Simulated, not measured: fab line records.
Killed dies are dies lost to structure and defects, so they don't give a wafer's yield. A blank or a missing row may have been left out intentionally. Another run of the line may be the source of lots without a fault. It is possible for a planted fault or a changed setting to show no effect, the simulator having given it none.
Tool commonality check + flow nand_harc + 9 wafers sampled across 3 lots

THE REASON FOR OPENING IT
At NHARC_END_SORT_01 the reading killed_at_array is flagged on 3 of 3 lots. Fault-free wafers read 26, with a standard deviation of 9.
Rule: a lot is flagged when every wafer of it that has a number lies more than 4 standard deviations from that mean, or none has a number. As for the other lots, they are considered sound.

| lot  | measured     | on        | killed_at_array, wafer by wafer | flag    |
|------|--------------|-----------|---------------------------------|---------|
| L144 | day 20 15:22 | prober-02 | 675 672 671                     | FLAGGED |
| L145 | day 21 01:21 | prober-01 | 668 667 672                     | FLAGGED |
| L147 | day 21 21:46 | prober-01 | 673 675 674                     | FLAGGED |
Average over the flagged lots: 672; offset from the usual +646, equal to +72 standard deviations.

TOOL THAT RAN EACH LOT
4 process steps preceding the reading are held in the record, out of 1159 steps in the route. Cell contents, in order: the tool; ch with the chambers the sampled wafers went through; the start.
| lot  | flag    | NHARC_A_STAIRCASE_HM_DEP_456  | NHARC_A_STAIRCASE_DEP_259       | NHARC_A_STAIRCASE_DESCUM_291       | NHARC_A_STAIRCASE_CVD_552   |
|------|---------|-------------------------------|---------------------------------|------------------------------------|-----------------------------|
| L144 | FLAGGED | acl_dep-03 ch 0, day 12 16:55 | pecvd-04 ch 1,2, day 12 18:31   | rie_diel-02 ch 0,1,2, day 12 19:23 | lpcvd-02 ch 0, day 13 15:11 |
| L145 | FLAGGED | acl_dep-03 ch 0, day 13 03:49 | pecvd-01 ch 0,1, day 13 05:58   | rie_diel-07 ch 2,3, day 13 06:58   | lpcvd-02 ch 1, day 14 02:51 |
| L147 | FLAGGED | acl_dep-03 ch 0, day 13 20:17 | pecvd-04 ch 0,1,2, day 13 22:07 | rie_diel-07 ch 0,2,3, day 13 23:05 | lpcvd-02 ch 0, day 14 20:20 |
These steps, and what they do:
- NHARC_A_STAIRCASE_HM_DEP_456: deposits aC, target thk 1500 nm.
- NHARC_A_STAIRCASE_DEP_259: deposits SiON, target thk 30 nm.
- NHARC_A_STAIRCASE_DESCUM_291: chemistry O2, time 3 s.
- NHARC_A_STAIRCASE_CVD_552: deposits SiNx, target thk 40 nm.
- NHARC_END_SORT_01

FLAGGED OVER TOTAL, TOOL BY TOOL (the gauges that took the reading come last)
| step                         | tool        | lots run | flagged | share of the flagged lots | sound lots run after its first flagged lot |
|------------------------------|-------------|----------|---------|---------------------------|--------------------------------------------|
| NHARC_A_STAIRCASE_HM_DEP_456 | acl_dep-03  | 3        | 3       | all                       | 0                                          |
| NHARC_A_STAIRCASE_DEP_259    | pecvd-01    | 1        | 1       | some                      | 0                                          |
| NHARC_A_STAIRCASE_DEP_259    | pecvd-04    | 2        | 2       | some                      | 0                                          |
| NHARC_A_STAIRCASE_DESCUM_291 | rie_diel-02 | 1        | 1       | some                      | 0                                          |
| NHARC_A_STAIRCASE_DESCUM_291 | rie_diel-07 | 2        | 2       | some                      | 0                                          |
| NHARC_A_STAIRCASE_CVD_552    | lpcvd-02    | 3        | 3       | all                       | 0                                          |
| NHARC_END_SORT_01            | prober-01   | 2        | 2       | some                      | 0                                          |
| NHARC_END_SORT_01            | prober-02   | 1        | 1       | some                      | 0                                          |

WHAT THE TABLE PERMITS
acl_dep-03 at NHARC_A_STAIRCASE_HM_DEP_456 and lpcvd-02 at NHARC_A_STAIRCASE_CVD_552 are the 2 rows of the table that ran each flagged lot.
- acl_dep-03 at NHARC_A_STAIRCASE_HM_DEP_456: 3 of its 3 lots flagged. The start can't be narrowed down: in this sample, it ran no sound lot prior to its first flagged lot.
- lpcvd-02 at NHARC_A_STAIRCASE_CVD_552: 3 of its 3 lots flagged. The start can't be narrowed down: in this sample, it ran no sound lot prior to its first flagged lot.
Because each of these 2 tools fits a fault that began at some hour, counting lots does not separate them. More lots, or a look at what each step does to the wafer, might.

WHAT THE SIMULATOR PUT IN
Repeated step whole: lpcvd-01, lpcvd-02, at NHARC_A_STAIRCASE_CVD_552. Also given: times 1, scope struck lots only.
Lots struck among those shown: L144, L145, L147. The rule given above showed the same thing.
